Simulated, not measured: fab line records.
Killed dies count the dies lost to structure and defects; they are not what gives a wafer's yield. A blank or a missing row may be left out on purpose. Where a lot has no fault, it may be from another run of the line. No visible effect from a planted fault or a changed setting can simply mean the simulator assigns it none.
Which of the tools did it?    flow n5Finfet    42 wafers from 14 lots sampled at 6 of the route's 1938 steps

WHAT EACH GAUGE READ, for each wafer
N5_BEOL_M11_THK_MEAS_01.
lot   measured      on            M11_ILD_THK (nm)
L433  day 10 07:19  filmMetro-02  268 273 273
L434  day 10 11:43  filmMetro-01  267 269 268
L435  day 10 18:04  filmMetro-01  270 270 273
L436  day 10 20:01  filmMetro-02  262 268 268
L438  day 11 09:46  filmMetro-02  262 266 268
L439  day 11 23:56  filmMetro-02  270 272 269
L445  day 13 00:47  filmMetro-01  264 267 270
L447  day 13 14:35  filmMetro-01  266 269 267
L450  day 15 02:43  filmMetro-02  265 274 268
L453  day 15 14:17  filmMetro-02  271 268 275
L452  day 15 15:24  filmMetro-02  269 270 270
L454  day 16 05:06  filmMetro-02  268 264 270
L456  day 16 05:35  filmMetro-01  262 264 270
L455  day 16 07:55  filmMetro-02  264 273 270

N5_BEOL_M11_INSPECT_13: inspects for defects (brightfield).
lot   measured      on                rawDefectCount
L433  day 10 08:56  defectInspect-02  333 296 394
L434  day 10 14:22  defectInspect-01  510 593 641
L435  day 10 18:52  defectInspect-02  506 388 481
L436  day 10 22:16  defectInspect-01  266 339 331
L438  day 11 12:14  defectInspect-01  339 316 292
L439  day 12 02:20  defectInspect-01  342 410 450
L445  day 13 03:07  defectInspect-01  448 460 510
L447  day 13 16:50  defectInspect-02  334 318 320
L450  day 15 04:31  defectInspect-02  287 307 348
L453  day 15 15:34  defectInspect-02  384 349 256
L452  day 15 18:09  defectInspect-01  299 400 344
L454  day 16 06:01  defectInspect-01  473 501 455
L456  day 16 06:34  defectInspect-01  284 412 275
L455  day 16 10:05  defectInspect-01  487 587 402

N5_BEOL_M11_CD_MEAS_18: pitch 140 nm, target cd 70 nm.
lot   measured      on        cdNm (nm)
L433  day 10 09:32  cdSem-03  69.8 70.3 70.0
L434  day 10 14:56  cdSem-02  69.6 69.7 69.9
L435  day 10 19:25  cdSem-03  70.0 70.8 70.1
L436  day 10 23:04  cdSem-01  - - -
L438  day 11 12:43  cdSem-01  - - -
L439  day 12 02:52  cdSem-02  69.3 70.0 69.9
L445  day 13 03:43  cdSem-01  69.2 69.7 70.0
L447  day 13 17:24  cdSem-02  70.0 69.5 69.8
L450  day 15 05:01  cdSem-01  69.5 69.5 69.4
L453  day 15 16:03  cdSem-02  69.3 69.6 69.3
L452  day 15 18:38  cdSem-03  69.0 69.5 70.1
L454  day 16 06:49  cdSem-01  70.3 70.3 70.8
L456  day 16 07:15  cdSem-03  70.0 70.5 69.3
L455  day 16 10:35  cdSem-01  69.5 70.6 69.9

WHICH TOOL RAN EACH LOT (tool, then ch and the chambers of the sampled wafers, then the start)
lot   N5_BEOL_M11_ETCH_62                N5_BEOL_M11_HM_OPEN_17            N5_BEOL_M11_STRIP_19
L433  rieDiel-02 ch 0,3, day 10 09:03    rieMetal-01 ch 1, day 10 09:14    rieDiel-06 ch 0,3, day 10 09:28
L434  rieDiel-05 ch 0,2,3, day 10 14:29  rieMetal-03 ch 1, day 10 14:40    rieDiel-05 ch 0,1, day 10 14:52
L435  rieDiel-05 ch 0,1,3, day 10 18:59  rieMetal-01 ch 0,1, day 10 19:11  rieDiel-05 ch 0,1,2, day 10 19:20
L436  rieDiel-02 ch 1,2, day 10 22:35    rieMetal-01 ch 0,1, day 10 22:46  rieDiel-02 ch 0,1, day 10 22:59
L438  rieDiel-06 ch 0,2,3, day 11 12:21  rieMetal-02 ch 0,1, day 11 12:32  rieDiel-02 ch 0,1,3, day 11 12:39
L439  rieDiel-06 ch 0,2,3, day 12 02:30  rieMetal-03 ch 0,1, day 12 02:43  rieDiel-06 ch 0,3, day 12 02:48
L445  rieDiel-02 ch 0,3, day 13 03:20    rieMetal-02 ch 0,1, day 13 03:32  rieDiel-05 ch 1,3, day 13 03:38
L447  rieDiel-05 ch 0,1,3, day 13 16:58  rieMetal-01 ch 0,1, day 13 17:09  rieDiel-06 ch 0,3, day 13 17:20
L450  rieDiel-06 ch 0,2, day 15 04:38    rieMetal-01 ch 0,1, day 15 04:50  rieDiel-06 ch 0,3, day 15 04:56
L453  rieDiel-05 ch 0,1, day 15 15:41    rieMetal-02 ch 0,1, day 15 15:52  rieDiel-06 ch 1,2,3, day 15 15:59
L452  rieDiel-06 ch 1,2,3, day 15 18:16  rieMetal-02 ch 0,1, day 15 18:27  rieDiel-05 ch 1,2, day 15 18:34
L454  rieDiel-06 ch 0,3, day 16 06:11    rieMetal-03 ch 0,1, day 16 06:23  rieDiel-06 ch 0,3, day 16 06:45
L456  rieDiel-06 ch 0,2,3, day 16 06:52  rieMetal-02 ch 0,1, day 16 07:04  rieDiel-05 ch 0,1,3, day 16 07:11
L455  rieDiel-02 ch 2,3, day 16 10:12    rieMetal-03 ch 0,1, day 16 10:24  rieDiel-02 ch 0,2,3, day 16 10:31
- N5_BEOL_M11_ETCH_62: etches SOC in N2/H2, target depth 110 nm, overetch 22 nm, time 165 s.
- N5_BEOL_M11_HM_OPEN_17: chemistry Cl2/BCl3, target TiN, target depth 20 nm, overetch 6 nm.
- N5_BEOL_M11_STRIP_19: strips in O2.

AS READ BY THE TOOLS THEMSELVES (means over the sampled wafers that have a number; for cases with no such wafer, the mark the record gives instead)
N5_BEOL_M11_ETCH_62.
lot   tool        biasW (W)  chamberPressureMTorr (mTorr)  drypumpMotorCurrentA (A)  oesProductAu (a.u.)  rfVppV (V)  showerheadPlenumPTorr (Torr)  throttleValvePct (%)
L433  rieDiel-02  150.1      30.004                        6.2                       0.66                 523.6       2.51                          17.84
L434  rieDiel-05  150.1      29.982                        6.0                       0.62                 525.3       2.63                          18.05
L435  rieDiel-05  149.7      29.990                        6.1                       0.64                 523.9       2.54                          18.09
L436  rieDiel-02  -          -                             -                         -                    -           -                             -
L438  rieDiel-06  -          -                             -                         -                    -           -                             -
L439  rieDiel-06  150.3      30.017                        5.5                       0.70                 525.0       2.60                          18.03
L445  rieDiel-02  150.5      29.971                        6.2                       0.65                 522.8       2.50                          17.86
L447  rieDiel-05  150.1      29.985                        6.1                       0.62                 523.7       2.53                          18.12
L450  rieDiel-06  150.0      30.000                        5.3                       0.73                 525.4       2.58                          17.99
L453  rieDiel-05  150.2      30.048                        5.7                       0.61                 524.5       2.53                          18.02
L452  rieDiel-06  149.7      29.994                        5.7                       0.79                 523.8       2.56                          17.78
L454  rieDiel-06  149.1      30.002                        5.2                       0.73                 524.3       2.58                          18.05
L456  rieDiel-06  150.1      30.014                        5.5                       0.75                 525.3       2.59                          17.95
L455  rieDiel-02  149.9      30.023                        5.6                       0.64                 526.1       2.65                          17.86

N5_BEOL_M11_HM_OPEN_17.
lot   tool         drypumpMotorCurrentA (A)  oesProductAu (a.u.)  throttleValvePct (%)
L433  rieMetal-01  5.9                       0.57                 22.23
L434  rieMetal-03  5.0                       0.56                 22.19
L435  rieMetal-01  5.7                       0.61                 22.24
L436  rieMetal-01  5.6                       0.26                 22.87
L438  rieMetal-02  6.4                       0.28                 22.70
L439  rieMetal-03  5.9                       0.74                 22.07
L445  rieMetal-02  6.3                       0.61                 22.05
L447  rieMetal-01  5.5                       0.64                 22.23
L450  rieMetal-01  5.7                       0.59                 22.27
L453  rieMetal-02  6.4                       0.60                 22.07
L452  rieMetal-02  6.4                       0.60                 22.08
L454  rieMetal-03  5.9                       0.78                 22.02
L456  rieMetal-02  6.4                       0.61                 22.08
L455  rieMetal-03  5.9                       0.79                 22.01

N5_BEOL_M11_STRIP_19.
lot   tool        drypumpMotorCurrentA (A)  oesProductAu (a.u.)  rfVppV (V)  showerheadPlenumPTorr (Torr)  throttleValvePct (%)
L433  rieDiel-06  5.4                       0.75                 3.4         2.14                          16.90
L434  rieDiel-05  5.7                       0.76                 3.6         2.10                          16.82
L435  rieDiel-05  5.9                       0.73                 3.4         2.09                          16.81
L436  rieDiel-02  5.9                       0.72                 3.3         2.05                          16.80
L438  rieDiel-02  5.9                       0.78                 3.5         2.13                          16.64
L439  rieDiel-06  5.4                       0.73                 3.5         2.14                          16.93
L445  rieDiel-05  6.5                       0.73                 3.4         2.08                          17.05
L447  rieDiel-06  5.4                       0.95                 4.4         2.13                          16.66
L450  rieDiel-06  5.4                       0.91                 3.3         2.13                          16.66
L453  rieDiel-06  5.6                       0.94                 3.9         2.11                          16.55
L452  rieDiel-05  6.1                       0.81                 3.3         2.00                          16.76
L454  rieDiel-06  5.2                       0.86                 3.5         2.12                          16.70
L456  rieDiel-05  6.1                       0.72                 3.4         2.08                          17.00
L455  rieDiel-02  5.9                       0.74                 3.4         2.13                          16.78

THE ANSWER, worked out from the rows above alone
Rule: usual is defined by the lots themselves. The widest of any qualifying gaps counts: lots, ordered by their means at a reading, are off when they make up no more than a third of the lots, leave a main group of 4 or more, and stand apart from it by 3 or more times the standard deviation of that group's means. A main group whose means are all the same, to the digits that the tables above print for the reading, isn't used. Also off: a lot with no number at a reading for which 4 or more lots have one. Any other lot the step has rows for is counted as sound. First the gauges in route order, then the tools' own readings, where a lot's mean is used as printed above. The first step at which some lot is off is used, and at that step the reading that is off furthest; a lot without a number counts as furthest.
Off: L436, L438, at N5_BEOL_M11_CD_MEAS_18 (cdNm). Without a number there: L436, L438. Main group: mean 69.8 nm, sd 0.31.
A tool fits if, at a process step before that reading, it ran every lot that is off, and no sound lot after the first of them. The gauges at N5_BEOL_M11_CD_MEAS_18 aren't tried: what is off there is off at N5_BEOL_M11_ETCH_62 too, on other tools, and a gauge's error can't cause that. None of those tried fits.

WHAT WAS PUT IN BY THE SIMULATOR
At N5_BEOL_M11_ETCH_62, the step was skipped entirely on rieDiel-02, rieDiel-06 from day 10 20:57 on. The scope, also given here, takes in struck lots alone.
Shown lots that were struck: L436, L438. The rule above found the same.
